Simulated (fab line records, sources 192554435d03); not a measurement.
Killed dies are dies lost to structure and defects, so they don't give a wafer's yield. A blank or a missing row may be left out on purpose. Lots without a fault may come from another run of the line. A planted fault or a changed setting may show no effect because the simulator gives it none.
A struck lot beside a sound one | flow n5_finfet | 28 steps out of a route of 1938
Sound: wafers L445.2, L445.4, L445.5. Struck: wafer L466.5. (L466.4 of the same lot was not struck and is left out.) The cause comes at the end.
At each step with rows: each side's tool, then ch and its chambers, then its first start. Under that, the readings that differ: sound wafers | struck wafers | difference of the means | sigmas: that difference in standard deviations of wafers without a fault.
alike: readings whose means differ by less than 2 such deviations, and words and numbers that are the same on both sides. not compared: withheld readings, readings that some wafer has no value for, bounds like >300 that may hide the same value, and numbers for which the record gives no deviation and whose values overlap.
The two part at a step that has a row with sigmas, a row that says differs or no value, or rows on one side only. Numbers that don't overlap but have no deviation are shown without sigmas and don't part them. A reading that every wafer of one side lacks parts them only if that side has two wafers or more.

first, 1 step without rows for these wafers: N5_DUMMY_GATE_UV_OZONE_45 (time 120 s).
N5_DUMMY_GATE_INSPECT_27: inspects for defects (brightfield).
  sound on defect_inspect-01, day 2 23:16; struck on defect_inspect-02, day 8 06:22
  reading          | sound       | struck | difference | sigmas
  raw_defect_count | 330 374 354 | 205    | -148       | -2
N5_SPACER0_ALD_07: deposits SiNx, target thk 2 nm.
  sound on ald_sin-03 ch 0,1,3, day 2 23:17; struck on ald_sin-03 ch 3, day 8 06:23
  alike: heater_power_w
N5_SPACER0_ALD_00: deposits SiOCN, target thk 3.5 nm, pulse time 3 s, purge time 2 s.
  sound on ald_sin-03 ch 0,1,3, day 2 23:27; struck on ald_sin-03 ch 3, day 8 06:32
  alike: heater_power_w, precursor_pulse_height_rel
then, 1 step without rows for these wafers: N5_SPACER0_ALD_08 (deposits SiNx, target thk 2 nm).
N5_SPACER0_INSPECT_04: inspects for defects (darkfield).
  sound on defect_inspect-02, day 2 23:52; struck on defect_inspect-01, day 8 06:58
  alike: raw_defect_count
then, 6 steps without rows for these wafers: N5_SD_EPI_N_COAT_32 (time 60 s, resist thk 350 nm); N5_SD_EPI_N_COAT_33 (time 60 s, resist thk 35 nm); N5_SD_EPI_N_COAT_03 (resist thk 150 nm); N5_SD_EPI_N_EBR_05; N5_SD_EPI_N_SOFTBAKE_04 (time 60 s); N5_SD_EPI_N_EXPOSE_06 (exposes mask SD N BLK, target cd 120 nm).
N5_SD_EPI_N_PEB_07: peb time 60 s.
  sound on litho_track-03 ch 0, day 3 00:11; struck on litho_track-05 ch 0, day 8 07:10
  reading                  | sound             | struck | difference | sigmas
  heater_power_total_W (W) | 175.7 176.1 177.3 | 188.3  | +11.9      | +7
  alike: resist_line_temp_C
then, 1 step without rows for these wafers: N5_SD_EPI_N_DEVELOP_08 (develop time 30 s).
N5_SD_EPI_N_CD_MEAS_09: target cd 120 nm.
  sound on cd_sem-02 ch 0, day 3 00:16; struck on cd_sem-01 ch 0, day 8 07:14
  reading    | sound             | struck | difference | sigmas
  cd_nm (nm) | 121.1 121.4 120.8 | 115.0  | -6.1       | -8
N5_SD_EPI_N_OVL_MEAS_10:
  sound on overlay-01 ch 0, day 3 00:17; struck on overlay-01 ch 0, day 8 07:16
  alike: SD_N_BLK_OVL
N5_SD_EPI_N_INSPECT_11: inspects for defects (macro).
  sound on defect_inspect-02, day 3 00:19; struck on defect_inspect-02, day 8 07:17
  alike: raw_defect_count
N5_SD_EPI_N_DESCUM_14: chemistry O2, time 7.9 s.
  sound on rie_diel-03 ch 0,2, day 3 00:21; struck on rie_diel-06 ch 0, day 8 07:20
  reading                         | sound             | struck | difference | sigmas
  drypump_motor_current_A (A)     | 6.2 6.1 6.2       | 5.1    | -1.1       | -3
  showerhead_plenum_p_Torr (Torr) | 2.03 2.05 2.03    | 2.18   | +0.14      | +2
  model.SD_EPI_N.cd_nm (nm)       | 121.4 121.4 121.2 | 115.4  | -5.9       |
  alike: oes_product_au, rf_vpp_V, throttle_valve_pct
  not compared: rf_hours_counter_h
then, 1 step without rows for these wafers: N5_SD_EPI_N_ETCH_34 (etches SiARC in CF4, target depth 45.5 nm, time 75.8 s).
N5_SD_EPI_N_ETCH_35: etches SOC in N2/H2, overetch 108 nm, time 486 s.
  sound on rie_diel-03 ch 0,2, day 3 00:26; struck on rie_diel-06 ch 0, day 8 07:34
  reading                         | sound             | struck | difference | sigmas
  drypump_motor_current_A (A)     | 6.2 6.1 6.2       | 5.0    | -1.2       | -3
  rf_vpp_V (V)                    | 240.4 239.0 237.6 | 241.8  | +2.8       | +2
  showerhead_plenum_p_Torr (Torr) | 2.46 2.46 2.46    | 2.61   | +0.15      | +2
  alike: h2_flow_sccm, oes_product_au, throttle_valve_pct
  not compared: rf_hours_counter_h
then, 1 step without rows for these wafers: N5_SD_EPI_N_STRIP_36 (strips in N2/H2).
N5_SD_EPI_N_ETCHBACK_44: etches SiNx in CH3F/O2, stops on SiO2, target depth 14.5 nm.
  sound on rie_diel-03 ch 0,2, day 3 00:46; struck on rie_diel-06 ch 0, day 8 07:47
  reading                         | sound          | struck | difference | sigmas
  drypump_motor_current_A (A)     | 6.2 6.1 6.1    | 5.0    | -1.1       | -3
  oes_f_703_au (a.u.)             | 0.83 0.88 0.83 | 0.68   | -0.17      | -2
  showerhead_plenum_p_Torr (Torr) | 1.93 1.96 1.93 | 2.06   | +0.12      | +2
  alike: oes_product_au, rf_vpp_V, throttle_valve_pct
  not compared: rf_hours_counter_h
then, 1 step without rows for these wafers: N5_SD_EPI_N_ETCH_45 (etches SiOCN in CH3F/O2, target depth 6 nm).
N5_SD_EPI_N_ETCH_16: etches SiO2 in CHF3/O2, target depth 5 nm.
  sound on rie_diel-03 ch 0,2, day 3 00:58; struck on rie_diel-06 ch 0, day 8 07:58
  reading                     | sound          | struck | difference | sigmas
  drypump_motor_current_A (A) | 6.2 6.1 6.2    | 5.0    | -1.2       | -3
  oes_f_703_au (a.u.)         | 0.82 0.89 0.82 | 0.69   | -0.15      | -2
  alike: CHF3_flow_sccm, oes_product_au, rf_vpp_V, showerhead_plenum_p_Torr, throttle_valve_pct
  not compared: rf_hours_counter_h
then, 1 step without rows for these wafers: N5_SD_EPI_N_STRIP_47 (strips in CHF3/O2).
N5_SD_EPI_N_SD_RECESS_17: chemistry HBr/Cl2/O2, target depth 41 nm, time 23.7 s, bt time 3 s.
  sound on rie_si-05 ch 0,1,3, day 3 01:02; struck on rie_si-05 ch 0, day 8 08:01
  reading                   | sound           | struck | difference | sigmas
  model.SD_EPI_N.cd_nm (nm) | 121.4 122.4 121 | 114    | -8         |
  alike: HBr_flow_sccm, drypump_motor_current_A, oes_product_au, throttle_valve_pct
  not compared: rf_hours_counter_h
then, 1 step without rows for these wafers: N5_SD_EPI_N_STRIP_38 (strips in N2/H2).
-- the record jumps here: 5 days lie between the struck wafers' starts before and after (it left off in module SD_EPI_N and takes up again in module BEOL_M4, whose first step shown is number 1111 of the route) --
N5_BEOL_M4_RC_MEAS_101:
  sound on prober-02 ch 0, day 7 15:19; struck on prober-01 ch 0, day 13 02:46
  reading       | sound          | struck | difference | sigmas
  SS_P (mV/dec) | 72.3 72.9 72.3 | 74.3   | +1.8       | +3
  alike: DIBL_N, DIBL_P, IOFF_N, IOFF_P, ION_N, ION_P, SS_N, VT_N, VT_P

WHERE THEY PART
First at N5_DUMMY_GATE_INSPECT_27; last, within this record, at N5_BEOL_M4_RC_MEAS_101.

WHY: what the simulator had put in
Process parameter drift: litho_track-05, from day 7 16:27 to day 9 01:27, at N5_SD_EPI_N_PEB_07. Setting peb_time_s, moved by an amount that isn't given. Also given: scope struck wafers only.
